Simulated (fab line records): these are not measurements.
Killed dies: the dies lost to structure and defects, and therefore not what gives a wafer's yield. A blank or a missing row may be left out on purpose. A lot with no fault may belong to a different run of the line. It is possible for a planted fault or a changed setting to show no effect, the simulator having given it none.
Chamber matching / flow n5_finfet / ald_metal-03 running N5_BEOL_M1_ALD_84: 4 sister chambers
The step deposits TaN, pulse time 2 s, purge time 3 s, co reactant purge time 2 s. 4 wafers are shown with their chamber, then 12 later ones without.

WAFERS WITH THEIR CHAMBER
wafer=L079.6; chamber=1; heater_power_w (W)=453
wafer=L084.2; chamber=0; heater_power_w (W)=443
wafer=L085.4; chamber=2; heater_power_w (W)=370
wafer=L085.6; chamber=3; heater_power_w (W)=404

WAFERS WITHOUT THEIR CHAMBER
wafer=L089.1; heater_power_w (W)=408
wafer=L089.3; heater_power_w (W)=464
wafer=L089.4; heater_power_w (W)=441
wafer=L092.2; heater_power_w (W)=438
wafer=L092.3; heater_power_w (W)=408
wafer=L092.6; heater_power_w (W)=377
wafer=L094.1; heater_power_w (W)=433
wafer=L094.2; heater_power_w (W)=400
wafer=L094.6; heater_power_w (W)=418
wafer=L095.2; heater_power_w (W)=413
wafer=L095.3; heater_power_w (W)=449
wafer=L095.5; heater_power_w (W)=430

THE CHAMBER EACH PASSED THROUGH
wafer=L089.1; from the rows above=3; in truth=3
wafer=L089.3; from the rows above=can't be placed: 1 or 0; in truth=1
wafer=L089.4; from the rows above=can't be placed: 0 or 1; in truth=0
wafer=L092.2; from the rows above=can't be placed: 0 or 1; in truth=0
wafer=L092.3; from the rows above=3; in truth=3
wafer=L092.6; from the rows above=2; in truth=2
wafer=L094.1; from the rows above=can't be placed: 0 or 1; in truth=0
wafer=L094.2; from the rows above=3; in truth=3
wafer=L094.6; from the rows above=can't be placed: 3 or 0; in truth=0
wafer=L095.2; from the rows above=3; in truth=3
wafer=L095.3; from the rows above=can't be placed: 1 or 0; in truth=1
wafer=L095.5; from the rows above=can't be placed: 0 or 1 or 3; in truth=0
5 of 12 placed correctly. Can't be placed from these rows: 7 (the true chamber is among the candidates in 7). Number placed wrongly: 0.
How it was worked out, from the rows above alone: a wafer's distance from a chamber is the root of the sum, over the readings, of the square of ((its reading less the chamber's mean) divided by the reading's scatter). If the next closest chamber is less than 2 further off than the closest, the wafer can't be placed; otherwise it belongs to the closest. A chamber's mean is the mean of its shown wafers. The scatter: root of mean squared gap, hidden wafer to nearest shown wafer, with one shown wafer a chamber.
